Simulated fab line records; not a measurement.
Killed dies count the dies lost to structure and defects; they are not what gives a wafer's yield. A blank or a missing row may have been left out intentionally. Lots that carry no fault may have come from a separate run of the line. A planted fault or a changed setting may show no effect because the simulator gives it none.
Struck lot and sound lot, side by side :: flow n5 finfet :: 16 steps out of a route of 1938
Sound: wafers L847.1, L847.5, L847.6. The struck wafers were L857.2, L857.4, L857.5. The cause is named last.
Per side, at each step with rows, come the tool, then ch with its chambers, and then its first start. Under that, the readings that differ: sound wafers :: struck wafers :: difference of the means :: sigmas: that difference in standard deviations of wafers without a fault.
alike: readings with means less than 2 such deviations apart, plus words and numbers identical on both sides. not compared: withheld readings, readings lacking a value on some wafer, bounds such as >300 that could conceal the same value, and numbers that have no deviation in the record and whose values overlap.
The two part at a step that has a row with sigmas, a row that says differs or no value, or rows on one side only. Non-overlapping numbers with no deviation appear without sigmas and do not part them. A reading missing from all wafers of one side parts the sides only when that side holds two or more wafers.

N5_MIM_BOT_ETCH_STRIP_01: strips in O2.
  sound on rie diel-06 ch 0,2,3, day 11 21:21; struck on rie diel-02 ch 1,3, day 13 14:52
  alike: chamber pressure mTorr, drypump motor current A, oes product au, rf vpp V, showerhead plenum p Torr, throttle valve pct
  not compared: rf hours counter h
then, 3 steps without rows for these wafers: N5_MIM_BOT_ETCH_STRIP_02 (strips in post etch residue remover, time 1200 s); N5_MIM_BOT_ETCH_CLEAN_05 (cleans in IPA, time 180 s); N5_MIM_BOT_ETCH_SRD_06 (time 30 s).
N5_PASSIVATION_PECVD_55: deposits SiO2 from SiH4/N2O, target thk 400 nm, time 22.5 s.
  sound on pecvd-02 ch 0,1, day 11 21:51; struck on pecvd-04 ch 0,1, day 13 15:22
  alike: chamber pressure Torr, heater power w, showerhead plenum p Torr, throttle valve pct
N5_PASSIVATION_PECVD_01: deposits SiNx from SiH4/NH3/N2, target thk 200 nm, time 43.2 s.
  sound on pecvd-02 ch 0,1, day 11 21:53; struck on pecvd-04 ch 0,1, day 13 15:24
  alike: chamber pressure Torr, heater power w, showerhead plenum p Torr, throttle valve pct
then, 6 steps without rows for these wafers: N5_PASSIVATION_HMDS_03 (time 60 s); N5_PASSIVATION_COAT_04; N5_PASSIVATION_EBR_06; N5_PASSIVATION_SOFTBAKE_05 (time 90 s); N5_PASSIVATION_EXPOSE_07 (exposes mask TV, defocus 0 nm, target cd 3000 nm); N5_PASSIVATION_PEB_08.
N5_PASSIVATION_DEVELOP_09: develop time 60 s.
  sound on litho track-01 ch 0, day 11 22:08; struck on litho track-01 ch 0, day 13 15:46
then, 1 step without rows for these wafers: N5_PASSIVATION_HARDBAKE_11 (time 120 s).
N5_PASSIVATION_CD_MEAS_10: the cd target is 3000 nm.
  sound on cd sem-01 ch 0, day 11 22:15; struck on cd sem-01 ch 0, day 13 15:53
reading: cd nm (nm)
sound: 3000.7 3002.0 3000.7
struck: 2993.1 2992.6 2994.8
difference: -7.6
sigmas: -4
N5_PASSIVATION_OVL_MEAS_60:
  sound on overlay-01 ch 0, day 11 22:17; struck on overlay-02 ch 0, day 13 15:55
  alike: TV_OVL

== WHERE THEY PART ==
Only at N5_PASSIVATION_CD_MEAS_10, within this record. Later steps at which nothing parts them and some readings are alike: N5_PASSIVATION_OVL_MEAS_60.

WHY: whatever the simulator had introduced
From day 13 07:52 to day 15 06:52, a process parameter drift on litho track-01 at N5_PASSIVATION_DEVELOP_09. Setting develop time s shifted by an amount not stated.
